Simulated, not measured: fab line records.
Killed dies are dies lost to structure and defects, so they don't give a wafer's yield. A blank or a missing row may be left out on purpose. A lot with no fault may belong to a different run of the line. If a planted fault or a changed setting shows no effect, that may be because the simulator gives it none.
fab line records	flow n5Finfet
record lots=12	wafers=34	lastDay=17
route steps=1938 shown HKMG_FIN@402 PASSIVATION@1936
lots that met no fault: taken from a fault-free run of the same line
startH: start of the lot's first displayed wafer, in hours after the record's first day	waitH: how many hours have passed since the lot's step before this one	" repeats the value in the row above	L1.1+2: a row that stands for several wafers	- no value, or no start was given	* or withheld: withheld	< > ~ a bound
route shown NAME@n: names a module that has steps shown in the file, with the first one's number in the route	usual: average and standard deviation across the fault-free wafers	same: alike in all rows	chamber/n: place in a boat	sites: per-site readings	_std_site: the values' standard deviation	_edge_site: the outer-site mean with the inner-site mean subtracted	radiusMm: for every site, how far away it sits from the centre of the wafer	mask NAME#n: copy n	behind: the most recent tool/chamber to have shaped the wafer	hold: why the lot was held/for how many hours/how that ended	device: the n, p or np transistor that did not switch	end of line: tests of these same wafers at the route's end	for a step that has no rows: nothing shown but its recipe	killed: dies that structure and defects cost at the first sort, which is not the same as the wafer's yield	map: dies across one wafer; x = killed, . = not, _ = none there
set.NAME: setting as actually run; set.NAME@STEP: the setting as run at that earlier step	model.NAME: the simulator's own value behind a step, which no gauge read
the route's steps for a sample of lots (tables are steps, rows are wafers)
services: from which hour (startH, from the record's first day; less than 0 if before it) a tool's chamber was out of use, for how many hours, and why
## steps
# step N5_HKMG_FIN_ETCH_54
# recipe chemistry=CF4	target=SiARC	targetDepthA=455	maskMaterial=CAR-ArF	timeS=75.8	ionEnergyEv=80	pressureMtorr=40	sourceW=545	biasW=36	Ar_flow_sccm=100	cf4FlowSccm=100	ends=cleared
# usual drypumpMotorCurrentA=5.9/0.34	etchRfOnTimeS=75.4/1.2	oesProductAu=0.66/0.064	rfVppV=184.4/1	showerheadPlenumPTorr=2.17/0.059	throttleValvePct=15.66/0.27
lot.wafer	tool	chamber	startH	waitH	drypumpMotorCurrentA	etchRfOnTimeS	oesProductAu	rfHoursCounterH	rfVppV	showerheadPlenumPTorr	throttleValvePct
L984.4	rieDiel-05	3	72.58	0.0	5.9	73.4	0.79	16	185.1	2.10	15.40
L984.5	"	1	"	"	5.5	76.0	0.63	-	184.7	2.22	15.65
L984.6	"	2	"	"	5.5	74.8	0.79	-	184.0	2.18	15.39
L985.1	rieDiel-04	3	79.76	0.0	6.2	74.1	0.67	141	183.7	2.15	15.85
L985.3	"	2	"	"	6.1	76.4	0.66	133	184.5	2.14	15.94
L985.6	"	2	"	"	6.1	76.5	0.67	-	183.9	2.14	15.93
L987.1	rieDiel-03	2	93.30	0.0	5.8	73.2	0.81	19	186.7	2.27	15.23
L987.2	"	3	"	"	5.6	74.7	0.64	159	184.5	2.14	15.92
L987.5	"	3	"	"	5.6	75.0	0.64	-	184.3	2.14	15.90
L988.1	rieDiel-05	3	96.08	0.0	5.8	73.7	0.77	23	182.7	2.10	15.41
L988.3	"	2	"	"	5.5	74.6	0.76	23	185.5	2.18	15.42
L988.5	"	0	"	"	5.6	74.1	0.78	-	185.1	2.28	15.20
L989.2	rieDiel-04	3	101.53	0.0	6.2	74.7	0.66	149	183.2	2.15	15.87
L989.4	"	0	"	"	6.3	76.1	0.62	199	184.7	2.21	15.70
L989.5	"	3	"	"	6.2	74.7	0.67	-	184.3	2.15	15.87
L991.3	rieDiel-04	0	115.28	0.0	6.3	74.8	0.62	204	184.3	2.21	15.68
L991.4	"	1	"	"	6.5	74.4	0.60	222	184.4	2.21	15.92
L991.5	"	0	"	"	6.3	75.7	0.62	-	184.1	2.21	15.70
L993.3	rieDiel-05	1	130.08	0.0	5.5	75.9	0.62	169	184.5	2.22	15.68
L993.4	"	2	"	"	5.5	75.9	0.74	35	184.3	2.17	15.43
L993.5	"	2	"	"	5.5	74.7	0.75	-	184.0	2.17	15.45
L995.2	rieDiel-04	0	137.53	0.0	6.3	76.0	0.62	213	183.3	2.21	15.71
L995.4	"	1	"	"	6.5	75.6	0.59	231	184.1	2.20	15.96
L995.5	"	2	"	"	6.1	76.5	0.65	-	184.5	2.14	15.96
L996.1	rieDiel-03	3	142.08	0.0	5.5	77.7	0.62	168	183.7	2.14	15.91
L996.2	"	2	"	"	5.8	75.1	0.77	36	186.2	2.26	15.24
L996.6	"	1	"	"	5.4	75.3	0.65	-	183.4	2.05	15.18
L101.1	rieDiel-05	0	174.61	0.0	5.6	74.2	0.74	37	186.1	2.27	15.27
L101.2	"	3	"	"	5.8	74.2	0.73	51	184.2	2.09	15.47
L102.1	rieDiel-05	0	181.28	0.0	5.6	73.9	0.73	38	185.2	2.27	15.29
L102.3	"	2	"	"	5.5	76.0	0.73	52	185.0	2.17	15.46
L106.3	rieDiel-05	3	210.99	0.0	5.8	73.9	0.72	63	183.6	2.09	15.46
L106.4	"	1	"	"	5.5	77.2	0.59	196	186.8	2.21	15.72
L106.6	"	1	"	"	5.5	76.6	0.59	-	184.0	2.21	15.75
# step N5_HKMG_FIN_ALD_91
# recipe material=TiN	targetThkA=10	tempC=400	aldPrecursorFamily=TiCl4	aldCoReactant=NH3	pulseTimeS=1	purgeTimeS=3	coReactantPurgeTimeS=2	coReactantPulseTimeS=2	aldCycles=47	pressureTorr=3
# usual aldCycles=47/0	heaterPowerW=879/41	precursorPulseHeightRel=1.000/0.019
# same coReactantPulseTimeS=2
lot.wafer	tool	chamber	startH	waitH	aldCycles	heaterPowerW	precursorPulseHeightRel
L984.4	aldMetal-01	0	76.81	0.1	47	937	1.027
L984.5	"	1	"	"	47	859	0.982
L984.6	"	2	"	"	47	908	1.028
L985.1	aldMetal-02	3	84.16	0.3	47	858	1.000
L985.3	"	0	"	"	47	974	1.013
L985.6	"	1	"	"	47	858	1.041
L987.1	aldMetal-01	3	98.20	0.3	47	841	0.980
L987.2	"	0	"	"	47	920	1.038
L987.5	"	2	"	"	47	886	1.018
L988.1	aldMetal-03	2	100.53	0.3	47	809	1.002
L988.3	"	0	"	"	47	901	1.023
L988.5	"	0	"	"	47	894	0.981
L989.2	aldMetal-02	1	105.98	0.3	47	865	0.957
L989.4	"	3	"	"	47	876	1.024
L989.5	"	2	"	"	47	864	0.997
L991.3	aldMetal-01	2	119.93	0.1	47	861	0.960
L991.4	"	2	"	"	47	879	0.963
L991.5	"	0	"	"	47	929	1.000
L993.3	aldMetal-01	2	134.39	0.1	47	876	0.994
L993.4	"	0	"	"	47	944	1.039
L993.5	"	2	"	"	47	858	1.018
L995.2	aldMetal-01	2	141.85	0.3	47	859	1.002
L995.4	"	0	"	"	47	913	1.014
L995.5	"	3	"	"	47	820	0.976
L996.1	aldMetal-02	3	146.60	0.3	47	847	1.031
L996.2	"	2	"	"	47	826	1.015
L996.6	"	0	"	"	47	984	1.028
L101.1	aldMetal-01	1	178.93	0.3	39	871	1.022
L101.2	"	3	"	"	39	857	1.013
L102.1	aldMetal-01	1	185.59	0.3	39	856	0.994
L102.3	"	3	"	"	47	853	1.018
L106.3	aldMetal-02	3	216.18	0.1	47	859	0.994
L106.4	"	1	"	"	47	860	0.974
L106.6	"	3	"	"	47	859	0.998
# step N5_HKMG_FIN_ALD_71
# recipe material=TiN	targetThkA=10	tempC=400	aldPrecursorFamily=TiCl4	aldCoReactant=NH3	pulseTimeS=1	purgeTimeS=3	coReactantPurgeTimeS=2	coReactantPulseTimeS=2	aldCycles=47	pressureTorr=3
# usual aldCycles=47/0	heaterPowerW=872/49	precursorPulseHeightRel=0.997/0.019
# same coReactantPulseTimeS=2
lot.wafer	tool	chamber	startH	waitH	aldCycles	heaterPowerW	precursorPulseHeightRel
L984.4	aldMetal-03	0	77.89	0.0	47	918	0.966
L984.5	"	0	"	"	47	901	0.975
L984.6	"	3	"	"	47	808	0.999
L985.1	aldMetal-01	3	85.24	0.0	47	848	1.008
L985.3	"	0	"	"	47	908	0.999
L985.6	"	2	"	"	47	880	1.007
L987.1	aldMetal-01	3	99.28	0.0	47	829	0.971
L987.2	"	2	"	"	47	886	0.971
L987.5	"	3	"	"	47	885	0.990
L988.1	aldMetal-02	2	101.78	0.0	47	850	1.006
L988.3	"	0	"	"	47	998	1.016
L988.5	"	0	"	"	47	1004	1.002
L989.2	aldMetal-01	0	107.19	0.0	47	927	1.003
L989.4	"	3	"	"	47	867	1.010
L989.5	"	0	"	"	47	905	1.013
L991.3	aldMetal-03	3	121.06	0.0	47	826	0.996
L991.4	"	1	"	"	47	919	0.997
L991.5	"	1	"	"	47	910	1.002
L993.3	aldMetal-01	3	135.47	0.0	47	865	0.980
L993.4	"	2	"	"	47	861	1.004
L993.5	"	2	"	"	47	895	0.996
L995.2	aldMetal-02	3	142.92	0.0	47	862	0.999
L995.4	"	2	"	"	47	858	1.027
L995.5	"	3	"	"	47	866	0.997
L996.1	aldMetal-03	3	147.68	0.0	47	822	1.024
L996.2	"	0	"	"	47	904	1.002
L996.6	"	0	"	"	47	905	1.047
L101.1	aldMetal-01	3	180.00	0.0	47	837	0.985
L101.2	"	2	"	"	47	874	1.006
L102.1	aldMetal-03	1	186.88	0.0	47	900	0.986
L102.3	"	3	"	"	47	798	0.994
L106.3	aldMetal-01	2	217.25	0.0	47	879	0.993
L106.4	"	3	"	"	47	839	1.041
L106.6	"	2	"	"	47	867	0.981
# step N5_HKMG_FIN_W_FILL_22
# recipe material=W	targetThkA=600	tempC=400	pressureTorr=39.4	timeS=18.2
# usual heaterPowerW=841/44	throttleValvePct=19.0/0.59
lot.wafer	tool	chamber	startH	waitH	heaterPowerW	throttleValvePct
L984.4	cvdW-02	1	79.57	0.0	865	18.7
L984.5	"	0	"	"	847	18.4
L984.6	"	1	"	"	870	18.7
L985.1	cvdW-01	0	86.81	0.0	867	19.6
L985.3	"	0	"	"	854	20.0
L985.6	"	1	"	"	781	19.0
L987.1	cvdW-02	0	101.17	0.0	842	18.4
L987.2	"	1	"	"	865	18.8
L987.5	"	1	"	"	860	18.8
L988.1	cvdW-02	0	103.29	0.0	853	18.2
L988.3	"	0	"	"	855	18.1
L988.5	"	0	"	"	836	18.4
L989.2	cvdW-02	0	108.86	0.0	840	18.3
L989.4	"	0	"	"	835	18.1
L989.5	"	0	"	"	853	18.2
L991.3	cvdW-01	1	122.57	0.0	760	18.9
L991.4	"	0	"	"	875	19.9
L991.5	"	0	"	"	867	19.8
L993.3	cvdW-01	0	137.00	0.0	893	20.0
L993.4	"	1	"	"	777	18.5
L993.5	"	0	"	"	912	20.1
L995.2	cvdW-02	1	144.70	0.0	856	19.0
L995.4	"	0	"	"	848	18.4
L995.5	"	1	"	"	878	19.1
L996.1	cvdW-01	0	149.27	0.0	884	19.6
L996.2	"	1	"	"	761	19.0
L996.6	"	1	"	"	762	18.9
L101.1	cvdW-02	1	181.63	0.0	863	18.9
L101.2	"	0	"	"	857	18.5
L102.1	cvdW-01	0	188.50	0.0	889	19.9
L102.3	"	1	"	"	759	19.0
L106.3	cvdW-01	0	218.92	0.0	875	20.2
L106.4	"	1	"	"	785	19.2
L106.6	"	0	"	"	909	20.2
# step N5_PASSIVATION_PROBE_49
# usual killed_at_M0_to_M3=35/11	killed_at_M4_up=14/5.4	killedAtContacts=12/6.2	killedAtFrontEnd=38/11	killedAtOther=4.1/2.8	killedDies=103/17	killedOnRim=13/4	killedOpen=66/13	killedShort=34/8.2
# same grossDies=1180	killedAtBackSide=0
lot.wafer	tool	chamber	startH	waitH	killed_at_M0_to_M3	killed_at_M4_up	killedAtContacts	killedAtFrontEnd	killedAtOther	killedDies	killedOnRim	killedOpen	killedShort
L984.4	prober-02	-	252.27	0.2	27	10	3	39	3	82	14	56	23
L984.5	prober-02	-	252.32	0.2	26	14	7	27	2	76	16	42	32
L984.6	prober-02	-	252.37	0.3	21	12	3	28	3	67	9	30	32
L985.1	prober-02	-	266.51	0.0	39	23	16	28	1	107	15	77	28
L985.3	prober-02	-	266.61	0.1	57	21	13	48	5	144	20	93	47
L985.6	prober-02	-	266.76	0.3	30	19	10	48	2	109	17	75	26
L987.1	prober-02	-	277.98	0.0	39	14	21	55	5	134	16	88	42
L987.2	prober-02	-	278.03	0.1	33	20	9	18	5	85	12	59	25
L987.5	prober-02	-	278.18	0.2	33	17	13	33	1	97	16	68	23
L988.1	prober-01	-	294.22	0.6	29	7	10	34	6	86	8	61	21
L988.3	prober-01	-	294.32	0.7	32	13	9	35	1	90	15	65	20
L988.5	prober-01	-	294.42	0.8	32	11	4	36	8	91	12	62	26
L989.2	prober-02	-	304.26	0.1	33	21	28	34	9	125	13	77	42
L989.4	prober-02	-	304.36	0.2	40	14	26	31	6	117	17	74	38
L989.5	prober-02	-	304.41	0.2	40	9	13	50	4	116	18	58	55
L991.3	prober-01	-	306.74	0.1	54	28	29	28	2	141	24	95	40
L991.4	prober-01	-	306.79	0.2	48	18	17	32	8	123	20	80	41
L991.5	prober-01	-	306.84	0.2	47	24	11	42	7	131	17	89	38
L993.3	prober-01	-	334.87	0.1	24	13	26	54	2	119	14	76	39
L993.4	prober-01	-	334.92	0.2	23	15	22	43	3	106	14	69	34
L993.5	prober-01	-	334.97	0.2	25	14	18	36	2	95	8	64	28
L996.1	prober-02	-	339.41	0.0	40	15	9	36	1	101	11	64	37
L996.2	prober-02	-	339.46	0.1	58	25	18	25	4	130	17	77	52
L996.6	prober-02	-	339.66	0.3	50	16	18	36	4	124	19	64	59
L995.2	prober-01	-	342.72	0.1	24	17	4	40	4	89	12	63	25
L995.4	prober-01	-	342.82	0.2	35	35	13	41	6	130	17	89	39
L995.5	prober-01	-	342.87	0.2	44	10	10	46	1	111	14	79	30
L101.1	prober-01	-	383.29	0.0	48	13	4	93	4	162	15	61	32
L101.2	prober-01	-	383.34	0.1	29	17	3	30	2	81	12	58	22
L102.1	prober-02	-	386.82	0.0	37	10	6	47	5	105	11	67	37
L102.3	prober-02	-	386.92	0.1	42	11	2	33	9	97	13	65	29
L106.3	prober-01	-	414.22	0.1	44	21	7	17	5	94	6	62	29
L106.4	prober-01	-	414.27	0.2	41	17	4	34	6	102	8	66	34
L106.6	prober-01	-	414.37	0.3	53	17	7	34	1	112	17	76	35
# killed by level:class
L984.4 DUMMY_GATE:geometricParticle:open=8 BEOL_M0_SAQP:geometricParticle:open=7 FIN_SAQP:geometricParticle:open=6 FIN_SAQP:geometricParticle:short=6 STI_FIN_REVEAL:geometricParticle:open=6 BEOL_M3:geometricParticle:open=6 BEOL_M0_SAQP:geometricParticle:short=5 GATE_CUT:geometricParticle:short=4
L984.5 BEOL_M2:geometricParticle:open=7 BEOL_M0_SAQP:geometricParticle:short=6 BEOL_M4:geometricParticle:short=5 FIN_SAQP:geometricParticle:open=4 FIN_SAQP:geometricParticle:short=4 MOL_CONTACT_COAG:geometricParticle:open=4 BEOL_M2:geometricParticle:short=3 BEOL_M3:geometricParticle:open=3
L984.6 BEOL_M0:geometricParticle:open=8 GATE_CUT:geometricParticle:short=6 ILD0:geometricParticle:short=4 BEOL_M0_SAQP:geometricParticle:short=4 STI_FIN_REVEAL:geometricParticle:open=3 DUMMY_GATE:geometricParticle:open=3 STI_FIN_REVEAL:geometricParticle:short=3 MOL_CONTACT_COAG:geometricParticle:open=3
L985.1 STI_FIN_REVEAL:geometricParticle:open=13 MOL_CONTACT_COAG:geometricParticle:open=13 BEOL_M4:geometricParticle:open=13 BEOL_M1:geometricParticle:open=9 BEOL_M2:geometricParticle:open=7 BEOL_M0_SAQP:geometricParticle:open=6 BEOL_M3:geometricParticle:open=6 STI_FIN_REVEAL:geometricParticle:short=4
L985.3 BEOL_M3:geometricParticle:open=13 STI_FIN_REVEAL:geometricParticle:open=11 MOL_CONTACT_COAG:geometricParticle:open=10 BEOL_M0_SAQP:geometricParticle:open=9 BEOL_M0_SAQP:geometricParticle:short=9 FIN_SAQP:geometricParticle:short=8 BEOL_M4:geometricParticle:open=8 BEOL_M1:geometricParticle:open=7
L985.6 STI_FIN_REVEAL:geometricParticle:open=18 MOL_CONTACT_COAG:geometricParticle:open=10 FIN_SAQP:geometricParticle:open=7 BEOL_M1:geometricParticle:open=7 FIN_SAQP:geometricParticle:short=6 BEOL_M0_SAQP:geometricParticle:short=5 BEOL_M4:geometricParticle:open=5 BEOL_M3:geometricParticle:open=4
L987.1 MOL_CONTACT_COAG:geometricParticle:open=17 BEOL_M3:geometricParticle:open=11 FIN_SAQP:geometricParticle:short=10 STI_FIN_REVEAL:geometricParticle:open=10 FIN_SAQP:geometricParticle:open=9 BEOL_M0_SAQP:geometricParticle:open=8 BEOL_M4:geometricParticle:open=6 SPACER0:geometricParticle:open=6
L987.2 BEOL_M4:geometricParticle:open=14 BEOL_M0_SAQP:geometricParticle:open=10 BEOL_M3:geometricParticle:open=9 MOL_CONTACT_COAG:geometricParticle:open=6 BEOL_M1:geometricParticle:open=6 STI_FIN_REVEAL:geometricParticle:open=5 FIN_SAQP:geometricParticle:short=3 MOL_CONTACT_COAG:geometricParticle:short=3
L987.5 MOL_CONTACT_COAG:geometricParticle:open=11 BEOL_M4:geometricParticle:open=11 BEOL_M0_SAQP:geometricParticle:open=10 BEOL_M1:geometricParticle:open=9 BEOL_M3:geometricParticle:open=7 STI_FIN_REVEAL:geometricParticle:open=6 FIN_SAQP:geometricParticle:short=5 STARTING-WAFER:geometricParticle:open=4
L988.1 STI_FIN_REVEAL:geometricParticle:open=11 BEOL_M2:geometricParticle:open=7 MOL_CONTACT_COAG:geometricParticle:open=6 DUMMY_GATE:geometricParticle:open=6 BEOL_M3:geometricParticle:open=5 MOL_CONTACT_COAG:geometricParticle:short=4 FIN_SAQP:geometricParticle:open=3 STI_FIN_REVEAL:geometricParticle:short=3
L988.3 BEOL_M2:geometricParticle:open=10 MOL_CONTACT_COAG:geometricParticle:open=9 BEOL_M3:geometricParticle:open=8 STI_FIN_REVEAL:geometricParticle:open=7 BEOL_M4:geometricParticle:open=6 FIN_SAQP:geometricParticle:short=4 GATE_CUT:geometricParticle:short=4 GATE_CUT:geometricParticle:open=4
L988.5 BEOL_M2:geometricParticle:open=10 FIN_SAQP:geometricParticle:open=6 BEOL_M1:geometricParticle:open=6 STI_FIN_REVEAL:geometricParticle:open=5 GATE_CUT:geometricParticle:short=5 BEOL_M4:geometricParticle:open=5 FIN_SAQP:geometricParticle:short=4 MOL_CONTACT_COAG:geometricParticle:open=4
L989.2 MOL_CONTACT_COAG:geometricParticle:open=22 BEOL_M4:geometricParticle:short=12 BEOL_M0_SAQP:geometricParticle:open=10 BEOL_M0_SAQP:geometricParticle:short=9 STI_FIN_REVEAL:geometricParticle:open=6 DUMMY_GATE:geometricParticle:open=6 MOL_CONTACT_COAG:geometricParticle:short=5 BEOL_M3:geometricParticle:open=5
L989.4 MOL_CONTACT_COAG:geometricParticle:open=20 BEOL_M0_SAQP:geometricParticle:short=11 BEOL_M1:geometricParticle:open=11 GATE_CUT:geometricParticle:short=8 BEOL_M4:geometricParticle:open=7 BEOL_M0_SAQP:geometricParticle:open=6 FIN_SAQP:geometricParticle:open=5 DUMMY_GATE:geometricParticle:open=5
L989.5 BEOL_M0_SAQP:geometricParticle:short=14 BEOL_M2:geometricParticle:open=12 FIN_SAQP:geometricParticle:short=11 MOL_CONTACT_COAG:geometricParticle:open=11 GATE_CUT:geometricParticle:open=10 GATE_CUT:geometricParticle:short=9 BEOL_M0_SAQP:geometricParticle:open=6 FIN_SAQP:geometricParticle:open=5
L991.3 MOL_CONTACT_COAG:geometricParticle:open=21 BEOL_M4:geometricParticle:open=17 BEOL_M0_SAQP:geometricParticle:open=16 BEOL_M0_SAQP:geometricParticle:short=12 MOL_CONTACT_COAG:geometricParticle:short=8 BEOL_M1:geometricParticle:open=8 STI_FIN_REVEAL:geometricParticle:open=7 FIN_SAQP:geometricParticle:short=4
L991.4 BEOL_M0_SAQP:geometricParticle:short=15 MOL_CONTACT_COAG:geometricParticle:open=13 BEOL_M0_SAQP:geometricParticle:open=10 BEOL_M3:geometricParticle:open=10 BEOL_M4:geometricParticle:open=10 FIN_SAQP:geometricParticle:open=8 STI_FIN_REVEAL:geometricParticle:open=8 GATE_CUT:geometricParticle:short=8
L991.5 FIN_SAQP:geometricParticle:short=12 BEOL_M0_SAQP:geometricParticle:open=12 MOL_CONTACT_COAG:geometricParticle:open=10 BEOL_M2:geometricParticle:open=10 BEOL_M3:geometricParticle:open=7 FIN_SAQP:geometricParticle:open=6 BEOL_M0_SAQP:geometricParticle:short=6 BEOL_M4:geometricParticle:open=6
L993.3 MOL_CONTACT_COAG:geometricParticle:open=23 FIN_SAQP:geometricParticle:open=15 FIN_SAQP:geometricParticle:short=13 BEOL_M0_SAQP:geometricParticle:short=7 GATE_CUT:geometricParticle:open=6 STI_FIN_REVEAL:geometricParticle:open=5 BEOL_M4:geometricParticle:open=4 BEOL_M3:geometricParticle:open=4
L993.4 MOL_CONTACT_COAG:geometricParticle:open=14 STI_FIN_REVEAL:geometricParticle:open=11 MOL_CONTACT_COAG:geometricParticle:short=8 BEOL_M4:geometricParticle:open=8 FIN_SAQP:geometricParticle:open=7 FIN_SAQP:geometricParticle:short=6 BEOL_M2:geometricParticle:open=6 STI_FIN_REVEAL:geometricParticle:short=4
L993.5 MOL_CONTACT_COAG:geometricParticle:open=13 BEOL_M4:geometricParticle:open=10 DUMMY_GATE:geometricParticle:open=7 STI_FIN_REVEAL:geometricParticle:open=6 BEOL_M3:geometricParticle:short=6 BEOL_M1:geometricParticle:open=5 GATE_CUT:geometricParticle:open=4 MOL_CONTACT_COAG:geometricParticle:short=4
L996.1 FIN_SAQP:geometricParticle:open=14 BEOL_M1:geometricParticle:short=13 MOL_CONTACT_COAG:geometricParticle:open=8 BEOL_M0_SAQP:geometricParticle:short=7 BEOL_M0_SAQP:geometricParticle:open=6 BEOL_M2:geometricParticle:open=6 BEOL_M4:geometricParticle:open=5 BEOL_M4:geometricParticle:short=5
L996.2 BEOL_M0_SAQP:geometricParticle:short=16 BEOL_M0_SAQP:geometricParticle:open=15 MOL_CONTACT_COAG:geometricParticle:open=15 BEOL_M4:geometricParticle:open=11 BEOL_M1:geometricParticle:short=9 BEOL_M2:geometricParticle:open=8 BEOL_M4:geometricParticle:short=8 FIN_SAQP:geometricParticle:open=5
L996.6 BEOL_M0_SAQP:geometricParticle:short=12 BEOL_M2:geometricParticle:open=12 MOL_CONTACT_COAG:geometricParticle:open=11 BEOL_M1:geometricParticle:short=11 BEOL_M4:geometricParticle:short=11 FIN_SAQP:geometricParticle:short=9 BEOL_M0_SAQP:geometricParticle:open=8 MOL_CONTACT_COAG:geometricParticle:short=7
L995.2 BEOL_M4:geometricParticle:open=10 STI_FIN_REVEAL:geometricParticle:open=9 FIN_SAQP:geometricParticle:short=8 BEOL_M2:geometricParticle:open=8 BEOL_M1:geometricParticle:open=6 DUMMY_GATE:geometricParticle:open=5 GATE_CUT:geometricParticle:open=4 BEOL_M4:geometricParticle:short=4
L995.4 BEOL_M4:geometricParticle:open=23 MOL_CONTACT_COAG:geometricParticle:open=11 STI_FIN_REVEAL:geometricParticle:open=9 BEOL_M0_SAQP:geometricParticle:open=9 BEOL_M0_SAQP:geometricParticle:short=9 GATE_CUT:geometricParticle:short=6 BEOL_M4:geometricParticle:short=6 BEOL_M3:geometricParticle:open=5
L995.5 STI_FIN_REVEAL:geometricParticle:open=21 BEOL_M3:geometricParticle:open=12 BEOL_M0_SAQP:geometricParticle:short=10 MOL_CONTACT_COAG:geometricParticle:open=9 FIN_SAQP:geometricParticle:short=7 BEOL_M2:geometricParticle:open=6 FIN_SAQP:geometricParticle:open=5 BEOL_M0_SAQP:geometricParticle:open=5
L101.1 HKMG_FIN:areaAld=68 BEOL_M3:geometricParticle:open=11 BEOL_M2:geometricParticle:open=9 BEOL_M0_SAQP:geometricParticle:open=7 BEOL_M1:geometricParticle:open=6 FIN_SAQP:geometricParticle:open=4 FIN_SAQP:geometricParticle:short=4 GATE_CUT:geometricParticle:open=4
L101.2 BEOL_M2:geometricParticle:open=9 GATE_CUT:geometricParticle:open=7 GATE_CUT:geometricParticle:short=6 BEOL_M5:geometricParticle:open=6 FIN_SAQP:geometricParticle:open=4 BEOL_M0_SAQP:geometricParticle:open=4 BEOL_M1:geometricParticle:open=4 BEOL_M3:geometricParticle:open=4
L102.1 FIN_SAQP:geometricParticle:open=17 FIN_SAQP:geometricParticle:short=7 BEOL_M0_SAQP:geometricParticle:open=7 BEOL_M2:geometricParticle:open=7 MOL_CONTACT_COAG:geometricParticle:open=6 DUMMY_GATE:geometricParticle:open=5 BEOL_M0_SAQP:geometricParticle:short=5 BEOL_M1:geometricParticle:open=5
L102.3 BEOL_M2:geometricParticle:open=15 BEOL_M0_SAQP:geometricParticle:short=9 BEOL_M0_SAQP:geometricParticle:open=8 STI_FIN_REVEAL:geometricParticle:open=7 GATE_CUT:geometricParticle:short=5 STARTING-WAFER:geometricParticle:open=5 FIN_SAQP:geometricParticle:short=4 BEOL_M3:geometricParticle:open=4
L106.3 BEOL_M0_SAQP:geometricParticle:open=14 BEOL_M3:geometricParticle:open=12 BEOL_M0_SAQP:geometricParticle:short=11 BEOL_M4:geometricParticle:open=8 BEOL_M7:geometricParticle:open=7 MOL_CONTACT_COAG:geometricParticle:open=6 BEOL_M5:geometricParticle:open=4 STARTING-WAFER:geometricParticle:open=4
L106.4 BEOL_M0_SAQP:geometricParticle:short=17 FIN_SAQP:geometricParticle:open=15 BEOL_M0_SAQP:geometricParticle:open=10 BEOL_M3:geometricParticle:open=6 BEOL_M4:geometricParticle:open=6 STI_FIN_REVEAL:geometricParticle:open=5 BEOL_M5:geometricParticle:open=5 MOL_CONTACT_COAG:geometricParticle:open=3
L106.6 FIN_SAQP:geometricParticle:open=14 BEOL_M0_SAQP:geometricParticle:open=11 BEOL_M2:geometricParticle:open=11 BEOL_M3:geometricParticle:open=9 BEOL_M0_SAQP:geometricParticle:short=8 MOL_CONTACT_COAG:geometricParticle:open=7 BEOL_M3:geometricParticle:short=6 STI_FIN_REVEAL:geometricParticle:open=5
## services
tool	chamber	startH	hours	kind
rieDiel-05	3	55.27	10.0	repair
aldMetal-03	-	59.51	8.7	pm
rieDiel-04	2	65.79	6.7	repair
aldMetal-01	1	78.89	42.1	repair
aldMetal-03	1	87.52	14.0	repair
rieDiel-03	3	95.34	22.6	repair
rieDiel-03	0	103.91	18.7	repair
cvdW-01	-	105.73	7.9	repair
rieDiel-03	-	112.50	2.8	repair
rieDiel-04	2	116.92	6.0	repair
cvdW-01	1	118.10	-	calibration
cvdW-02	-	118.33	1.0	repair
cvdW-02	1	125.09	3.7	repair
cvdW-02	-	153.89	0.7	repair
aldMetal-02	-	156.57	0.7	repair
aldMetal-01	-	160.28	0.9	repair
cvdW-01	-	192.07	1.1	repair
rieDiel-04	1	198.07	-	clean
rieDiel-04	1	198.07	-	consumableReplace:focusRing
rieDiel-04	1	198.07	16.8	scheduledDown
rieDiel-04	1	198.07	16.8	ventCycle
cvdW-01	-	198.95	2.8	pm
## key
firstSign step=N5_HKMG_FIN_ALD_91	reading=aldCycles	direction=down	sigmas=99+	usual=*	struck=*
effect none on later readings
metAt N5_HKMG_FIN_ALD_91
struckLots L101,L102
struckWafers L101.1,L101.2,L102.1
testerLeftOut L101,L102
notActingAt N5_HKMG_FIN_ETCH_54,N5_HKMG_FIN_ALD_71,N5_HKMG_FIN_W_FILL_22
onsetBetween 141.85 178.93
fault kind=processParameterDrift	tool=aldMetal-01	chamber=-	onsetH=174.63	steps=N5_HKMG_FIN_ALD_91	channel=aldCycles	offset=*	shape=step	endH=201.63	scope=struckWafersOnly	actsIn=*	stated=*
# testerLeftOut: of these lots the tester's yield and bins aren't shown, on N5 and GAA mostly nor the transistor test; their killed dies are dies lost to structure and defects alone, not to doping, threshold or leakage, so they don't give the yield
